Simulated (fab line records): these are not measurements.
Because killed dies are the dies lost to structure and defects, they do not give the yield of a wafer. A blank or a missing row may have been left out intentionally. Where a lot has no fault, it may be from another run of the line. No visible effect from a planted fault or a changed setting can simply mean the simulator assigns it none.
The tool behind it: which one? | flow n5Finfet | 72 wafers from 24 lots sampled at 6 of the route's 1938 steps

WHAT EACH GAUGE READ, for each wafer
The record lacks any reading of a measuring or inspecting step that a usual standard deviation could be used to judge.

WHICH TOOL RAN EACH LOT (tool, then ch and the chambers of the sampled wafers, then the start)
lot  | N5_MOL_CONTACT_COAG_CONTACT_ETCH_14 | N5_MOL_CONTACT_COAG_SIL_ANNEAL_21 | N5_MOL_CONTACT_COAG_STRIP_96     | N5_MOL_CONTACT_COAG_STRIP_119       | N5_MOL_CONTACT_COAG_ETCHBACK_136  | N5_BEOL_M0_SAQP_HM_DEP_02
L074 | rieDiel-04 ch 0,3, day 4 16:29      | rtpAnneal-01 ch 0, day 4 18:22    | rieDiel-04 ch 0,1,2, day 5 06:08 | plasmaAsher-02 ch 0,1, day 5 06:17  | rieDiel-04 ch 0,1,2, day 5 07:39  | pvdSputter-02, day 5 12:56
L075 | rieDiel-04 ch 1,2,3, day 4 20:40    | rtpAnneal-02 ch 0, day 4 22:01    | rieDiel-05 ch 0,1,3, day 5 09:44 | plasmaAsher-02 ch 0,1, day 5 09:51  | rieDiel-01 ch 0,3, day 5 11:50    | pvdSputter-02, day 5 17:42
L076 | rieDiel-05 ch 0,2,3, day 5 06:44    | rtpAnneal-01 ch 0, day 5 07:56    | rieDiel-05 ch 0,1,2, day 5 17:16 | plasmaAsher-02 ch 0,1, day 5 17:23  | rieDiel-04 ch 0,1,3, day 5 18:41  | pvdSputter-03, day 5 23:40
L077 | rieDiel-04 ch 1,2,3, day 5 10:02    | rtpAnneal-01 ch 0, day 5 11:19    | rieDiel-04 ch 0,1, day 5 19:32   | plasmaAsher-01 ch 0,1, day 5 19:40  | rieDiel-05 ch 0,1, day 5 21:20    | pvdSputter-02, day 6 03:13
L078 | rieDiel-01 ch 0,1, day 5 16:38      | rtpAnneal-02 ch 0, day 5 18:01    | rieDiel-04 ch 0,1,3, day 6 01:37 | plasmaAsher-02 ch 0,1, day 6 01:44  | rieDiel-05 ch 1,3, day 6 04:43    | pvdSputter-03, day 6 10:19
L079 | rieDiel-04 ch 1,2,3, day 5 21:11    | rtpAnneal-02 ch 0, day 5 23:22    | rieDiel-05 ch 1,2, day 6 09:07   | plasmaAsher-02 ch 0,1, day 6 09:14  | rieDiel-01 ch 1,2,3, day 6 10:26  | pvdSputter-03, day 6 18:39
L080 | rieDiel-04 ch 0,2,3, day 6 03:01    | rtpAnneal-02 ch 0, day 6 04:28    | rieDiel-04 ch 1,3, day 6 12:38   | plasmaAsher-02 ch 0,1, day 6 12:45  | rieDiel-04 ch 0,2,3, day 6 13:46  | pvdSputter-01, day 6 18:59
L081 | rieDiel-01 ch 1,2, day 6 10:50      | rtpAnneal-02 ch 0, day 6 12:04    | rieDiel-05 ch 0,1,2, day 6 23:35 | plasmaAsher-02 ch 0, day 6 23:42    | rieDiel-01 ch 1,2,3, day 7 01:10  | pvdSputter-01, day 7 07:17
L082 | rieDiel-04 ch 2,3, day 7 00:22      | rtpAnneal-01 ch 0, day 7 02:19    | rieDiel-04 ch 0,2, day 7 12:00   | plasmaAsher-02 ch 0,1, day 7 12:08  | rieDiel-05 ch 0,1,2, day 7 13:19  | pvdSputter-01, day 7 18:14
L083 | rieDiel-05 ch 0,3, day 7 04:32      | rtpAnneal-02 ch 0, day 7 07:29    | rieDiel-05 ch 0,2,3, day 7 15:19 | plasmaAsher-02 ch 0,1, day 7 15:28  | rieDiel-01 ch 0,1,2, day 7 16:44  | pvdSputter-03, day 7 21:29
L084 | rieDiel-04 ch 0,3, day 7 07:23      | rtpAnneal-01 ch 0, day 7 08:47    | rieDiel-01 ch 0,2, day 7 18:47   | plasmaAsher-01 ch 0,1, day 7 18:54  | rieDiel-01 ch 1,3, day 7 20:00    | pvdSputter-02, day 8 02:29
L085 | rieDiel-01 ch 2,3, day 7 09:19      | rtpAnneal-01 ch 0, day 7 10:55    | rieDiel-05 ch 0,1,3, day 7 19:03 | plasmaAsher-01 ch 0,1, day 7 19:10  | rieDiel-05 ch 0,1,2, day 7 20:12  | pvdSputter-01, day 8 03:59
L086 | rieDiel-04 ch 1,2,3, day 7 19:22    | rtpAnneal-02 ch 0, day 7 21:07    | rieDiel-01 ch 2,3, day 8 07:16   | plasmaAsher-01 ch 0,1, day 8 07:24  | rieDiel-04 ch 0,2, day 8 08:25    | pvdSputter-03, day 8 13:03
L087 | rieDiel-05 ch 0,1, day 8 01:16      | rtpAnneal-01 ch 0, day 8 02:36    | rieDiel-01 ch 2,3, day 8 12:51   | plasmaAsher-02 ch 0,1, day 8 12:58  | rieDiel-04 ch 2,3, day 8 13:59    | pvdSputter-03, day 8 19:56
L088 | rieDiel-05 ch 2,3, day 8 02:14      | rtpAnneal-01 ch 0, day 8 03:25    | rieDiel-05 ch 0,2, day 8 15:58   | plasmaAsher-01 ch 0,1, day 8 16:05  | rieDiel-04 ch 1,3, day 8 17:22    | pvdSputter-03, day 9 00:07
L089 | rieDiel-01 ch 0,1, day 8 09:27      | rtpAnneal-01 ch 0, day 8 11:36    | rieDiel-05 ch 0,1,3, day 8 20:34 | plasmaAsher-02 ch 0,1, day 8 20:41  | rieDiel-05 ch 0,1,3, day 8 21:50  | pvdSputter-03, day 9 03:35
L090 | rieDiel-01 ch 0,3, day 8 14:39      | rtpAnneal-02 ch 0, day 8 15:51    | rieDiel-04 ch 1,3, day 9 02:04   | plasmaAsher-02 ch 0,1, day 9 02:11  | rieDiel-05 ch 0,1,2, day 9 03:20  | pvdSputter-03, day 9 09:14
L091 | rieDiel-01 ch 0,1, day 8 21:57      | rtpAnneal-02 ch 0, day 8 23:20    | rieDiel-04 ch 1,2,3, day 9 07:49 | plasmaAsher-01 ch 0,1, day 9 07:56  | rieDiel-05 ch 2,3, day 9 09:40    | pvdSputter-02, day 9 15:28
L092 | rieDiel-04 ch 2,3, day 9 06:34      | rtpAnneal-01 ch 0, day 9 07:53    | rieDiel-05 ch 1,2,3, day 9 17:36 | plasmaAsher-02 ch 0,1, day 9 17:43  | rieDiel-05 ch 0,1,2, day 9 18:58  | pvdSputter-02, day 10 00:43
L093 | rieDiel-05 ch 1,2,3, day 9 10:40    | rtpAnneal-02 ch 0, day 9 13:18    | rieDiel-04 ch 0,2,3, day 9 22:51 | plasmaAsher-01 ch 0,1, day 9 22:59  | rieDiel-01 ch 0,1,3, day 10 00:37 | pvdSputter-02, day 10 06:10
L094 | rieDiel-04 ch 0,2,3, day 9 17:25    | rtpAnneal-01 ch 0, day 9 18:40    | rieDiel-01 ch 1,3, day 10 02:19  | plasmaAsher-01 ch 0,1, day 10 02:26 | rieDiel-01 ch 0,1,3, day 10 03:28 | pvdSputter-03, day 10 09:55
L095 | rieDiel-04 ch 1,2,3, day 9 21:51    | rtpAnneal-02 ch 0, day 9 23:11    | rieDiel-01 ch 1,3, day 10 13:02  | plasmaAsher-02 ch 0,1, day 10 13:10 | rieDiel-01 ch 2,3, day 10 15:08   | pvdSputter-03, day 10 21:46
L096 | rieDiel-04 ch 0,1,2, day 10 06:37   | rtpAnneal-02 ch 0, day 10 07:52   | rieDiel-01 ch 0,1, day 10 16:42  | plasmaAsher-01 ch 0,1, day 10 16:50 | rieDiel-04 ch 2,3, day 10 18:04   | pvdSputter-03, day 10 23:25
L097 | rieDiel-04 ch 0,1,3, day 10 13:03   | rtpAnneal-02 ch 0, day 10 14:22   | rieDiel-05 ch 2,3, day 10 22:00  | plasmaAsher-02 ch 0,1, day 10 22:07 | rieDiel-05 ch 1,3, day 10 23:19   | pvdSputter-03, day 11 04:34
- N5_MOL_CONTACT_COAG_CONTACT_ETCH_14: etches SiO2 in C4F6/O2, target depth 27.5 nm, overetch 8.5 nm, time 20 s.
- N5_MOL_CONTACT_COAG_SIL_ANNEAL_21: time 60 s.
- N5_MOL_CONTACT_COAG_STRIP_96: strips in N2/H2.
- N5_MOL_CONTACT_COAG_STRIP_119: strips in N2/H2, time 30 s.
- N5_MOL_CONTACT_COAG_ETCHBACK_136: etches SiO2 in CHF3, target depth 25 nm, time 16.7 s.
- N5_BEOL_M0_SAQP_HM_DEP_02: deposits TiN, target thk 12 nm.

AS READ BY THE TOOLS THEMSELVES (means over the sampled wafers that have a number; for cases with no such wafer, the mark the record gives instead)
N5_MOL_CONTACT_COAG_CONTACT_ETCH_14.
lot  | tool       | drypumpMotorCurrentA (A) | oesProductAu (a.u.) | rfVppV (V) | showerheadPlenumPTorr (Torr) | throttleValvePct (%)
L074 | rieDiel-04 | 5.1                      | 0.62                | 696        | 2.96                         | 21.65
L075 | rieDiel-04 | 5.2                      | 0.62                | 692        | 2.83                         | 21.23
L076 | rieDiel-05 | 5.3                      | 0.65                | 691        | 2.85                         | 21.12
L077 | rieDiel-04 | 5.2                      | 0.61                | 691        | 2.83                         | 21.24
L078 | rieDiel-01 | 4.8                      | 0.60                | 692        | 2.89                         | 21.42
L079 | rieDiel-04 | 5.1                      | 0.61                | 690        | 2.82                         | 21.25
L080 | rieDiel-04 | 5.2                      | 0.61                | 692        | 2.87                         | 21.44
L081 | rieDiel-01 | 5.2                      | 0.62                | 694        | 2.93                         | 21.34
L082 | rieDiel-04 | 5.0                      | 0.61                | 693        | 2.92                         | 21.44
L083 | rieDiel-05 | 5.2                      | 0.70                | 690        | 2.79                         | 21.21
L084 | rieDiel-04 | 5.0                      | 0.60                | 694        | 2.95                         | 21.69
L085 | rieDiel-01 | 5.8                      | 0.59                | 691        | 2.82                         | 21.17
L086 | rieDiel-04 | 5.2                      | 0.60                | 691        | 2.82                         | 21.26
L087 | rieDiel-05 | 6.1                      | 0.75                | 690        | 2.81                         | 20.99
L088 | rieDiel-05 | 5.0                      | 0.65                | 690        | 2.82                         | 21.26
L089 | rieDiel-01 | 4.8                      | 0.74                | 693        | 2.89                         | 21.28
L090 | rieDiel-01 | 4.9                      | 0.65                | 691        | 2.82                         | 21.03
L091 | rieDiel-01 | 4.8                      | 0.74                | 693        | 2.89                         | 21.30
L092 | rieDiel-04 | 5.2                      | 0.60                | 690        | 2.82                         | 21.23
L093 | rieDiel-05 | 5.5                      | 0.65                | 690        | 2.82                         | 21.25
L094 | rieDiel-04 | 5.2                      | 0.68                | 691        | 2.86                         | 21.36
L095 | rieDiel-04 | 5.2                      | 0.65                | 694        | 2.92                         | 21.21
L096 | rieDiel-04 | 5.3                      | 0.73                | 692        | 2.87                         | 21.10
L097 | rieDiel-04 | 5.2                      | 0.72                | 694        | 2.95                         | 21.33

N5_MOL_CONTACT_COAG_SIL_ANNEAL_21.
lot  | tool         | lampPowerPct (%) | lamp_zone_3_pct (%) | lamp_zone_6_pct (%) | wafer_temp_C_max
L074 | rtpAnneal-01 | 7.0              | 7.0                 | 6.9                 | 551.6
L075 | rtpAnneal-02 | 6.2              | 6.2                 | 6.2                 | 552.5
L076 | rtpAnneal-01 | 7.0              | 7.0                 | 6.9                 | 551.4
L077 | rtpAnneal-01 | 7.0              | 7.0                 | 6.9                 | 551.5
L078 | rtpAnneal-02 | 6.2              | 6.2                 | 6.2                 | 553.4
L079 | rtpAnneal-02 | 6.2              | 6.2                 | 6.2                 | 552.7
L080 | rtpAnneal-02 | 6.2              | 6.2                 | 6.2                 | 553.1
L081 | rtpAnneal-02 | 6.2              | 6.2                 | 6.2                 | 552.6
L082 | rtpAnneal-01 | 7.0              | 7.0                 | 6.9                 | 551.6
L083 | rtpAnneal-02 | 6.2              | 6.2                 | 6.2                 | 552.7
L084 | rtpAnneal-01 | 7.0              | 7.0                 | 6.9                 | 551.7
L085 | rtpAnneal-01 | 7.0              | 7.0                 | 6.9                 | 551.5
L086 | rtpAnneal-02 | 6.2              | 6.2                 | 6.2                 | 552.6
L087 | rtpAnneal-01 | 7.0              | 7.0                 | 6.9                 | 551.7
L088 | rtpAnneal-01 | 7.0              | 7.0                 | 6.9                 | 551.8
L089 | rtpAnneal-01 | 7.0              | 7.0                 | 6.9                 | 551.9
L090 | rtpAnneal-02 | 6.2              | 6.2                 | 6.2                 | 553.1
L091 | rtpAnneal-02 | 6.2              | 6.2                 | 6.2                 | 553.1
L092 | rtpAnneal-01 | 7.0              | 7.0                 | 6.9                 | 551.4
L093 | rtpAnneal-02 | 6.2              | 6.2                 | 6.2                 | 551.9
L094 | rtpAnneal-01 | 7.0              | 7.0                 | 6.9                 | 551.3
L095 | rtpAnneal-02 | 6.2              | 6.2                 | 6.2                 | 553.3
L096 | rtpAnneal-02 | 6.2              | 6.2                 | 6.2                 | 553.0
L097 | rtpAnneal-02 | 6.2              | 6.2                 | 6.2                 | 552.8

N5_MOL_CONTACT_COAG_STRIP_96.
lot  | tool       | drypumpMotorCurrentA (A) | oesProductAu (a.u.) | rfVppV (V) | showerheadPlenumPTorr (Torr) | throttleValvePct (%)
L074 | rieDiel-04 | 5.4                      | 0.70                | 120.9      | 3.25                         | 19.2
L075 | rieDiel-05 | 5.7                      | 0.73                | 121.5      | 3.27                         | 18.8
L076 | rieDiel-05 | 5.9                      | 0.76                | 122.4      | 3.33                         | 18.6
L077 | rieDiel-04 | 5.4                      | 0.68                | 122.2      | 3.23                         | 19.4
L078 | rieDiel-04 | 5.2                      | 0.70                | 122.2      | 3.32                         | 19.3
L079 | rieDiel-05 | 6.0                      | 0.79                | 121.8      | 3.31                         | 18.8
L080 | rieDiel-04 | 5.2                      | 0.69                | 122.2      | 3.27                         | 19.3
L081 | rieDiel-05 | 5.9                      | 0.87                | 120.4      | 3.32                         | 18.5
L082 | rieDiel-04 | 5.4                      | 0.70                | 122.0      | 3.26                         | 19.1
L083 | rieDiel-05 | 5.3                      | 0.84                | 121.7      | 3.31                         | 18.4
L084 | rieDiel-01 | 5.4                      | 0.88                | 122.5      | 3.29                         | 18.7
L085 | rieDiel-05 | 5.8                      | 0.82                | 120.7      | 3.26                         | 18.7
L086 | rieDiel-01 | 5.8                      | 0.68                | 121.5      | 3.32                         | 19.0
L087 | rieDiel-01 | 5.3                      | 0.68                | 121.7      | 3.32                         | 18.8
L088 | rieDiel-05 | 5.4                      | 0.87                | 123.1      | 3.36                         | 18.2
L089 | rieDiel-05 | 5.8                      | 0.79                | 120.7      | 3.25                         | 18.7
L090 | rieDiel-04 | 5.1                      | 0.77                | 121.6      | 3.48                         | 19.1
L091 | rieDiel-04 | 5.2                      | 0.78                | 121.6      | 3.41                         | 19.0
L092 | rieDiel-05 | 5.5                      | 0.76                | 121.4      | 3.27                         | 18.7
L093 | rieDiel-04 | 5.2                      | 0.78                | 121.3      | 3.33                         | 19.0
L094 | rieDiel-01 | 4.8                      | 0.81                | 122.5      | 3.41                         | 18.8
L095 | rieDiel-01 | 4.8                      | 0.80                | 122.6      | 3.40                         | 18.8
L096 | rieDiel-01 | 4.8                      | 0.83                | 122.8      | 3.32                         | 18.6
L097 | rieDiel-05 | 5.0                      | 0.74                | 120.9      | 3.26                         | 18.6

N5_MOL_CONTACT_COAG_STRIP_119.
lot  | tool           | drypumpMotorCurrentA (A) | heaterPowerW (W)
L074 | plasmaAsher-02 | 5.6                      | 324
L075 | plasmaAsher-02 | 5.6                      | 316
L076 | plasmaAsher-02 | 5.3                      | 325
L077 | plasmaAsher-01 | 5.5                      | 310
L078 | plasmaAsher-02 | 5.3                      | 330
L079 | plasmaAsher-02 | 5.6                      | 321
L080 | plasmaAsher-02 | 5.6                      | 318
L081 | plasmaAsher-02 | 5.1                      | 338
L082 | plasmaAsher-02 | 5.5                      | 322
L083 | plasmaAsher-02 | 5.3                      | 326
L084 | plasmaAsher-01 | 5.2                      | 305
L085 | plasmaAsher-01 | 5.5                      | 305
L086 | plasmaAsher-01 | 5.2                      | 302
L087 | plasmaAsher-02 | 5.5                      | 318
L088 | plasmaAsher-01 | 5.5                      | 308
L089 | plasmaAsher-02 | 5.5                      | 320
L090 | plasmaAsher-02 | 5.3                      | 327
L091 | plasmaAsher-01 | 5.5                      | 311
L092 | plasmaAsher-02 | 5.3                      | 325
L093 | plasmaAsher-01 | 5.5                      | 305
L094 | plasmaAsher-01 | 5.5                      | 307
L095 | plasmaAsher-02 | 5.3                      | 325
L096 | plasmaAsher-01 | 5.5                      | 306
L097 | plasmaAsher-02 | 5.6                      | 321

N5_MOL_CONTACT_COAG_ETCHBACK_136.
lot  | tool       | drypumpMotorCurrentA (A) | oesProductAu (a.u.) | rfVppV (V) | showerheadPlenumPTorr (Torr) | throttleValvePct (%)
L074 | rieDiel-04 | 5.4                      | 0.71                | 525        | 2.29                         | 18.72
L075 | rieDiel-01 | 4.9                      | 0.68                | 535        | 2.34                         | 18.58
L076 | rieDiel-04 | 5.2                      | 0.69                | 540        | 2.35                         | 18.91
L077 | rieDiel-05 | 6.1                      | 0.69                | 530        | 2.32                         | 18.68
L078 | rieDiel-05 | 5.9                      | 0.75                | 520        | 2.30                         | 18.81
L079 | rieDiel-01 | 5.3                      | 0.70                | 515        | 2.38                         | 18.71
L080 | rieDiel-04 | 5.2                      | 0.71                | 532        | 2.37                         | 18.88
L081 | rieDiel-01 | 5.3                      | 0.69                | 515        | 2.38                         | 18.72
L082 | rieDiel-05 | 5.9                      | 0.85                | 529        | 2.35                         | 18.46
L083 | rieDiel-01 | 5.3                      | 0.79                | 522        | 2.39                         | 18.77
L084 | rieDiel-01 | 4.8                      | 0.69                | 521        | 2.37                         | 18.62
L085 | rieDiel-05 | 5.8                      | 0.84                | 529        | 2.35                         | 18.45
L086 | rieDiel-04 | 5.4                      | 0.69                | 524        | 2.32                         | 18.93
L087 | rieDiel-04 | 5.0                      | 0.70                | 539        | 2.40                         | 18.88
L088 | rieDiel-04 | 5.0                      | 0.77                | 551        | 2.48                         | 18.81
L089 | rieDiel-05 | 5.7                      | 0.80                | 520        | 2.30                         | 18.66
L090 | rieDiel-05 | 5.8                      | 0.83                | 528        | 2.34                         | 18.47
L091 | rieDiel-05 | 5.1                      | 0.79                | 518        | 2.37                         | 18.51
L092 | rieDiel-05 | 5.8                      | 0.82                | 529        | 2.34                         | 18.48
L093 | rieDiel-01 | 4.8                      | 0.87                | 528        | 2.37                         | 18.56
L094 | rieDiel-01 | 4.8                      | 0.86                | 527        | 2.37                         | 18.57
L095 | rieDiel-01 | 5.3                      | 0.95                | 523        | 2.32                         | 18.25
L096 | rieDiel-04 | 5.0                      | 0.69                | 540        | 2.39                         | 18.92
L097 | rieDiel-05 | 5.9                      | 0.71                | 520        | 2.28                         | 18.87

N5_BEOL_M0_SAQP_HM_DEP_02.
lot  | tool          | throttleValvePct (%)
L074 | pvdSputter-02 | 30.9
L075 | pvdSputter-02 | 30.3
L076 | pvdSputter-03 | 28.9
L077 | pvdSputter-02 | 30.5
L078 | pvdSputter-03 | 29.1
L079 | pvdSputter-03 | 29.6
L080 | pvdSputter-01 | 29.2
L081 | pvdSputter-01 | 31.2
L082 | pvdSputter-01 | 29.7
L083 | pvdSputter-03 | 29.5
L084 | pvdSputter-02 | 30.8
L085 | pvdSputter-01 | 30.7
L086 | pvdSputter-03 | 29.5
L087 | pvdSputter-03 | 29.8
L088 | pvdSputter-03 | 29.5
L089 | pvdSputter-03 | 29.5
L090 | pvdSputter-03 | 29.5
L091 | pvdSputter-02 | 30.3
L092 | pvdSputter-02 | 30.4
L093 | pvdSputter-02 | 30.8
L094 | pvdSputter-03 | 29.8
L095 | pvdSputter-03 | 29.8
L096 | pvdSputter-03 | 29.5
L097 | pvdSputter-03 | 29.3

THE ANSWER, worked out from the rows above alone
Rule: usual is defined by the lots themselves. Put in order of their means at a reading, lots are off if they are a third of the lots or fewer, leave a main group of 4 or more, and stand apart from it by a gap of 3 or more times the standard deviation of the main group's means; of several such gaps the widest counts. A main group is skipped when, at the precision printed for the reading in the tables above, its means are all equal. A lot without any number at a reading at which 4 lots or more have one is off too. Where the step has rows for the other lots, those lots are counted as sound. After the gauges, taken in route order, come the tools' own readings; for these a lot's mean is taken, as printed above. At the first step where some lot is off, the reading lying furthest off is the one used; lots without a number count as furthest.
No lot is off at any reading shown: from this, nothing can be told.

WHAT WAS PUT IN BY THE SIMULATOR
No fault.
